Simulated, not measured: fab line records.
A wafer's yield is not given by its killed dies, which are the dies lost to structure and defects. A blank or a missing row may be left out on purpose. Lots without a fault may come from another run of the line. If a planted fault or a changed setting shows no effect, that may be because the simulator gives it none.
Matching of chambers ; flow n5 finfet ; N5_BEOL_M7_STRIP_19 on rie diel-02 has 4 sister chambers
The step strips in O2. 20 wafers are shown with their chamber, then 10 later ones without.

== WAFERS, EACH WITH ITS CHAMBER ==
wafer;chamber;showerhead plenum p Torr (Torr);drypump motor current A (A);oes product au (a.u.)
L075.2;3;2.02;6.5;0.78
L075.3;0;2.09;6.5;0.72
L075.5;3;2.02;6.5;0.77
L077.2;1;2.18;5.7;0.71
L077.3;0;2.09;6.5;0.72
L077.5;1;2.18;5.7;0.70
L076.3;2;2.06;5.8;0.69
L076.4;1;2.18;5.7;0.70
L076.5;1;2.18;5.7;0.71
L078.3;2;2.06;5.8;0.69
L078.4;3;2.02;6.5;0.77
L078.6;1;2.18;5.7;0.71
L082.1;3;2.02;6.5;0.77
L082.2;2;2.06;5.8;0.68
L082.4;0;2.09;6.6;0.71
L084.4;0;2.09;6.5;0.72
L084.5;1;2.17;5.7;0.69
L084.6;2;2.06;5.8;0.68
L086.2;1;2.17;5.7;0.69
L086.3;2;2.06;5.8;0.69

SIGNATURES, as means of the wafers listed above
reading;chamber 0;chamber 1;chamber 2;chamber 3;scatter within a chamber
showerhead plenum p Torr;2.0900;2.1771;2.0600;2.0200;0.00299
drypump motor current A;6.525;5.700;5.800;6.500;0.0217
oes product au;0.7175;0.7014;0.6860;0.7725;0.00687
Rule: a wafer's distance from a chamber is the root of the sum, over the readings, of the square of ((its reading less the chamber's mean) divided by the reading's scatter). If the next closest chamber is less than 2 further off than the closest, the wafer can't be placed; otherwise it belongs to the closest. The scatter: take each reading less its chamber's mean, square it, sum over the shown wafers, divide by the number of wafers less the number of chambers, and take the root.

== WAFERS WHOSE CHAMBER IS MISSING ==
wafer;showerhead plenum p Torr (Torr);drypump motor current A (A);oes product au (a.u.)
L086.4;2.09;6.6;0.71
L091.2;2.17;5.7;0.68
L091.4;2.01;6.5;0.73
L091.5;2.17;5.7;0.67
L095.3;2.01;6.6;0.73
L095.4;2.16;5.7;0.67
L095.5;2.05;5.8;0.94
L096.2;2.08;6.5;0.69
L096.3;2.05;5.9;0.94
L096.5;2.08;6.6;0.70

== WHICH CHAMBER EACH ONE RAN IN ==
wafer;from the rows above;in truth
L086.4;0;0
L091.2;1;1
L091.4;3;3
L091.5;1;1
L095.3;3;3
L095.4;1;1
L095.5;2;2
L096.2;0;0
L096.3;can't be placed: 2 or 3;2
L096.5;0;0
Correct placement for 9 of the 10. Not placeable from these rows: 1 (in 1, the candidates include the true chamber). Number placed wrongly: 0.
